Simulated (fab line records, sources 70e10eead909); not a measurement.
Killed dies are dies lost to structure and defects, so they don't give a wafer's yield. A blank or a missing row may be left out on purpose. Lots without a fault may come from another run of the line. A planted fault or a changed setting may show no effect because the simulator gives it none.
A struck lot beside a sound one | flow nand_harc | 28 steps out of a route of 1159
Sound: wafers L111.1, L111.4, L111.6. Struck: wafers L123.1, L123.4, L123.6. The cause comes at the end.
At each step with rows: each side's tool, then ch and its chambers, then its first start. Under that, the readings that differ: sound wafers | struck wafers | difference of the means | sigmas: that difference in standard deviations of wafers without a fault.
alike: readings whose means differ by less than 2 such deviations, and words and numbers that are the same on both sides. not compared: withheld readings, readings that some wafer has no value for, bounds like >300 that may hide the same value, and numbers for which the record gives no deviation and whose values overlap.
The two part at a step that has a row with sigmas, a row that says differs or no value, or rows on one side only. Numbers that don't overlap but have no deviation are shown without sigmas and don't part them. A reading that every wafer of one side lacks parts them only if that side has two wafers or more.

first, 1 step without rows for these wafers: NHARC_A_M0_STRIP_19 (strips in post etch residue remover, time 600 s).
NHARC_A_M0_DEGAS_28: time 60 s.
  sound on pvd_sputter-02, day 18 04:28; struck on pvd_sputter-01, day 21 15:48
  alike: heater_power_w
NHARC_A_M0_PRE_CLEAN_29: time 30 s.
  sound on pvd_sputter-02; struck on pvd_sputter-01
  alike: heater_power_w
NHARC_A_M0_PVD_20: deposits TaN, target thk 5 nm, time 8.06 s.
  sound on pvd_sputter-02; struck on pvd_sputter-01
  alike: throttle_valve_pct
then, 3 steps without rows for these wafers: NHARC_A_M0_PVD_21 (deposits Cu, target thk 30 nm, time 20.49 s); NHARC_A_M0_ECD_22 (material Cu, target thk 400 nm); NHARC_A_M0_ANNEAL_30 (time 90 s).
NHARC_A_M0_CMP_23: polishes, t overpolish 20 s, target thk 113.75 nm.
  sound on cmp-02 ch 0,3, day 18 05:34; struck on cmp-02 ch 1,2, day 21 16:54
  alike: motor_current_A, time_to_endpoint_s
NHARC_A_M0_THK_MEAS_24: measures by xrf.
  sound on film_metro-01, day 18 05:51; struck on film_metro-01, day 21 17:11
  alike: thk_nm
then, 1 step without rows for these wafers: NHARC_A_M0_SRD_25.
NHARC_A_M0_INSPECT_27:
  sound on defect_inspect-01, day 18 06:00; struck on defect_inspect-01, day 21 17:21
  alike: raw_defect_count
NHARC_A_M0_PRE_CLEAN_31: time 12 s.
  sound on pecvd-01 ch 0,1, day 18 06:07; struck on pecvd-01 ch 0,2, day 21 17:26
  alike: heater_power_outer_w, heater_power_w
NHARC_A_M0_DEP_32: deposits SiCN, target thk 30 nm.
  sound on pecvd-01 ch 0,1, day 18 06:14; struck on pecvd-01 ch 0,2, day 21 17:32
  alike: heater_power_outer_w, heater_power_w
then, 10 steps without rows for these wafers: NHARC_A_M1_DEP_00 (deposits SiOC, target thk 182.5 nm); NHARC_A_M1_DEHYDRATE_01 (time 120 s); NHARC_A_M1_HMDS_02 (time 30 s); NHARC_A_M1_COAT_34 (time 65 s); NHARC_A_M1_COAT_03 (resist thk 90 nm); NHARC_A_M1_SOFTBAKE_04 (time 55 s); NHARC_A_M1_EBR_05; NHARC_A_M1_EXPOSE_06 (exposes mask A M1, target cd 120 nm); NHARC_A_M1_PEB_07 (peb time 65 s); NHARC_A_M1_DEVELOP_08 (develop time 35 s).
NHARC_A_M1_CD_MEAS_09: target cd 120 nm.
  sound on cd_sem-03 ch 0, day 18 08:25; struck on cd_sem-02 ch 0, day 21 18:44
  alike: cd_nm
NHARC_A_M1_OVL_MEAS_10: pitch 240 nm.
  sound on overlay-01, day 18 08:31; struck on overlay-02, day 21 18:49
  alike: overlay_x_nm, overlay_y_nm
NHARC_A_M1_INSPECT_11:
  sound on defect_inspect-02, day 18 08:32; struck on defect_inspect-01, day 21 18:51
  reading          | sound    | struck      | difference | sigmas
  raw_defect_count | 19 24 19 | 376 411 377 | +367       | +24
then, 1 step without rows for these wafers: NHARC_A_M1_DESCUM_14 (chemistry O2, time 3 s).
NHARC_END_SORT_01:
  the record has rows for the struck wafers here (prober-02 ch 0, day 23 16:01) and none for the sound ones

WHERE THEY PART
First at NHARC_A_M1_INSPECT_11; last, within this record, at NHARC_END_SORT_01.

WHY: what the simulator had put in
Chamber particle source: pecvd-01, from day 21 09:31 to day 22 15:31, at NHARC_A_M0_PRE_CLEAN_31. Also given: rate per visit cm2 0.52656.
